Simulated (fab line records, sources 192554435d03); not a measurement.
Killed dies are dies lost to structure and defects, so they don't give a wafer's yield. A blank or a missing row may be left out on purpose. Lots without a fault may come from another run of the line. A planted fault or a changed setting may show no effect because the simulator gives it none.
Chamber matching | flow n5_finfet | N5_MOL_CONTACT_COAG_CONTACT_ETCH_14 on rie_diel-03: 4 sister chambers
The step etches SiO2 in C4F6/O2, target depth 27.5 nm, overetch 8.5 nm, time 20 s. 33 wafers are shown with their chamber, then 12 later ones without.

WAFERS WITH THEIR CHAMBER
wafer  | chamber | drypump_motor_current_A (A) | showerhead_plenum_p_Torr (Torr) | throttle_valve_pct (%)
L076.1 | 0       | 5.7                         | 3.00                            | 21.20
L076.3 | 2       | 5.3                         | 2.93                            | 21.68
L076.6 | 2       | 5.3                         | 2.93                            | 21.70
L075.2 | 2       | 5.3                         | 2.93                            | 21.68
L075.4 | 3       | 6.4                         | 2.77                            | 21.66
L075.6 | 0       | 5.7                         | 3.00                            | 21.21
L078.3 | 0       | 5.7                         | 2.99                            | 21.21
L078.4 | 2       | 5.3                         | 2.93                            | 21.68
L078.5 | 3       | 6.4                         | 2.77                            | 21.67
L074.1 | 0       | 5.7                         | 2.99                            | 21.19
L074.5 | 3       | 6.3                         | 2.77                            | 21.68
L074.6 | 2       | 5.3                         | 2.93                            | 21.69
L080.1 | 2       | 5.3                         | 2.92                            | 21.68
L080.3 | 3       | 6.3                         | 2.77                            | 21.68
L080.6 | 3       | 6.4                         | 2.77                            | 21.68
L083.1 | 2       | 5.3                         | 2.92                            | 21.71
L083.2 | 0       | 5.7                         | 2.99                            | 21.21
L083.3 | 3       | 6.3                         | 2.77                            | 21.69
L083.4 | 0       | 5.7                         | 2.99                            | 21.22
L083.5 | 3       | 6.3                         | 2.77                            | 21.71
L083.6 | 2       | 5.3                         | 2.92                            | 21.70
L086.1 | 3       | 6.3                         | 2.76                            | 21.71
L086.3 | 1       | 5.3                         | 2.90                            | 21.26
L086.6 | 2       | 5.3                         | 2.92                            | 21.74
L087.1 | 2       | 5.3                         | 2.92                            | 21.73
L087.3 | 1       | 5.2                         | 2.90                            | 21.26
L087.6 | 3       | 6.3                         | 2.76                            | 21.70
L088.1 | 0       | 5.7                         | 2.98                            | 21.22
L088.2 | 1       | 5.2                         | 2.90                            | 21.27
L088.3 | 2       | 5.3                         | 2.91                            | 21.73
L088.4 | 3       | 6.3                         | 2.76                            | 21.70
L088.5 | 1       | 5.2                         | 2.90                            | 21.27
L088.6 | 2       | 5.3                         | 2.91                            | 21.73

SIGNATURES (means of the wafers above)
reading                  | chamber 0 | chamber 1 | chamber 2 | chamber 3 | scatter within a chamber
drypump_motor_current_A  | 5.700     | 5.225     | 5.300     | 6.330     | 0.0313
showerhead_plenum_p_Torr | 2.9914    | 2.9000    | 2.9225    | 2.7670    | 0.00622
throttle_valve_pct       | 21.2086   | 21.2650   | 21.7042   | 21.6880   | 0.0178
Rule: a wafer's distance from a chamber is the root of the sum, over the readings, of the square of ((its reading less the chamber's mean) divided by the reading's scatter). The wafer belongs to the nearest chamber; if the next one is less than 2 further off, it can't be placed. The scatter: the root of (the sum of the squares of (reading less its chamber's mean) over the shown wafers, divided by (wafers less chambers)).

WAFERS WITHOUT THEIR CHAMBER
wafer  | drypump_motor_current_A (A) | showerhead_plenum_p_Torr (Torr) | throttle_valve_pct (%)
L090.2 | 5.3                         | 2.91                            | 21.71
L090.3 | 5.7                         | 2.98                            | 21.24
L090.6 | 5.3                         | 2.91                            | 21.75
L091.3 | 5.2                         | 2.89                            | 21.28
L091.5 | 6.4                         | 2.76                            | 21.73
L091.6 | 5.7                         | 2.98                            | 21.24
L094.1 | 5.7                         | 2.98                            | 21.23
L094.2 | 5.3                         | 2.91                            | 21.73
L094.5 | 5.3                         | 2.91                            | 21.74
L097.2 | 5.3                         | 2.91                            | 21.76
L097.4 | 5.7                         | 2.97                            | 21.27
L097.5 | 5.2                         | 2.89                            | 21.31

WHICH CHAMBER EACH WENT THROUGH
wafer  | from the rows above | in truth
L090.2 | 2                   | 2
L090.3 | 0                   | 0
L090.6 | 2                   | 2
L091.3 | 1                   | 1
L091.5 | 3                   | 3
L091.6 | 0                   | 0
L094.1 | 0                   | 0
L094.2 | 2                   | 2
L094.5 | 2                   | 2
L097.2 | 2                   | 2
L097.4 | 0                   | 0
L097.5 | 1                   | 1
Placed correctly: 12 of 12. Can't be placed from these rows: 0. Placed wrongly: 0.
